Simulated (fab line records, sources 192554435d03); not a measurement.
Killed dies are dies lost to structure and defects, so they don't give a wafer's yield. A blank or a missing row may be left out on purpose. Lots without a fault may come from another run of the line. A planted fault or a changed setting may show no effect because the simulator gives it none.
One fault seen from 3 desks | flow n5_finfet | each desk has only its own numbers; what lay behind them comes last

THE METROLOGY DESK
What the gauges read, lot by lot, whatever tool the lot ran on: means of the sampled wafers that have a number. A lot is out of limits, marked OUT, if its mean lies more than 4 standard deviations from the usual mean; the brackets give that distance. Of its 12 readings 7 are shown: the one that was out of limits first, and those that lie furthest out on some lot.
Columns: A = DIBL_N at N5_BEOL_M4_RC_MEAS_101, usual 36.6 mV/V; B = IOFF_N at N5_BEOL_M4_RC_MEAS_101, usual 0.17 nA/um; C = ION_N at N5_BEOL_M4_RC_MEAS_101, usual 674 uA/um; D = ION_P at N5_BEOL_M4_RC_MEAS_101, usual 461 uA/um; E = VT_N at N5_BEOL_M4_RC_MEAS_101, usual 249 mV; F = V7_OVL at N5_BEOL_M8_OVL_MEAS_29, usual 0.0 nm; G = trench_depth_nm at N5_BEOL_M8_OCD_MEAS_38, usual 92.5 nm
lot  | first seen here | A    | B    | C   | D   | E   | F    | G
L727 | day 8 20:52     | 35.4 | 0.15 | 667 | 455 | 251 | 0.0  | 93.1
L731 | day 9 02:46     | 37.0 | 0.15 | 649 | 447 | 252 | 0.5  | 89.4
L729 | day 9 02:56     | 38.8 | 0.20 | 688 | 460 | 248 | 0.6  | 92.3
L734 | day 9 17:14     | 33.4 | 0.11 | 662 | 459 | 255 | -0.6 | 95.0
L732 | day 9 23:44     | 38.5 | 0.23 | 689 | 467 | 245 | -0.1 | 92.4
L736 | day 10 02:13    | 36.6 | 0.17 | 678 | 472 | 248 | -0.1 | 92.4
L735 | day 10 02:48    | 35.5 | 0.16 | 680 | 467 | 249 | -0.5 | 93.9
L738 | day 11 02:28    | 35.9 | 0.15 | 673 | 457 | 250 | 0.6  | 90.5
L739 | day 11 10:14    | 35.5 | 0.15 | 683 | 467 | 250 | -0.4 | 92.8
L740 | day 12 05:52    | 35.9 | 0.15 | 669 | 466 | 252 | -1.2 | 81.4 (-4.3) OUT
This desk's finding: out of limits on L740; first on L740, day 13 18:03 (trench_depth_nm at N5_BEOL_M8_OCD_MEAS_38). In limits: L727, L731, L729, L734, L732, L736, L735, L738, L739.

THE DEFECT DESK
What the inspections along the route counted, lot by lot: means of the sampled wafers that have a number. A lot is out of limits, marked OUT, if its mean lies more than 4 standard deviations from the usual mean; the brackets give that distance.
Columns: A = raw_defect_count at N5_BEOL_M8_INSPECT_30, usual 444
lot  | first seen here | A
L727 | day 10 04:35    | 427
L729 | day 10 11:31    | 583
L731 | day 10 15:01    | 311
L734 | day 11 01:10    | 597
L732 | day 11 08:29    | 563
L736 | day 11 11:56    | 510
L735 | day 11 12:11    | 417
L738 | day 12 08:59    | 410
L739 | day 12 20:20    | 410
L740 | day 13 17:28    | 304
This desk's finding: nothing out of limits on any of the 10 lots.

THE TOOL OWNER'S DESK: pvd_sputter-02
The tool's own readings at N5_BEOL_M8_HM_DEP_02 (deposits TiN, target thk 20 nm): means of the sampled wafers that have a number, for each lot that ran on this tool. A lot is out of limits, marked OUT, if its mean lies more than 4 standard deviations from the usual mean; the brackets give that distance.
Columns: A = throttle_valve_pct at N5_BEOL_M8_HM_DEP_02, usual 30.1 %
lot  | first seen here | A
L727 | day 10 02:34    | 30.0
L731 | day 10 10:52    | 30.5
L734 | day 10 22:28    | 29.8
L732 | day 11 06:35    | 29.7
L736 | day 11 09:16    | 30.1
L739 | day 12 18:11    | 29.7
L740 | day 13 13:31    | 30.1
This desk's finding: nothing out of limits on any of the 7 lots.

PUT TOGETHER
The metrology desk could have raised an alarm at day 13 18:03, on L740.
The defect desk saw nothing out of limits.
The tool owner's desk saw nothing out of limits.
The defect desk has L740 on record, within its limits.
The tool owner's desk has L740 on record, within its limits.
Of the lots named, all ran N5_BEOL_M8_HM_DEP_02 on pvd_sputter-02.

WHAT THE SIMULATOR HAD PUT IN
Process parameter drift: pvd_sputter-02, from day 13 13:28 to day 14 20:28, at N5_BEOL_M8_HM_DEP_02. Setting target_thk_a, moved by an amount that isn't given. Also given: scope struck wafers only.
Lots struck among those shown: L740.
Hours from the fault's start to each desk's first reading out of limits: the metrology desk, 5.
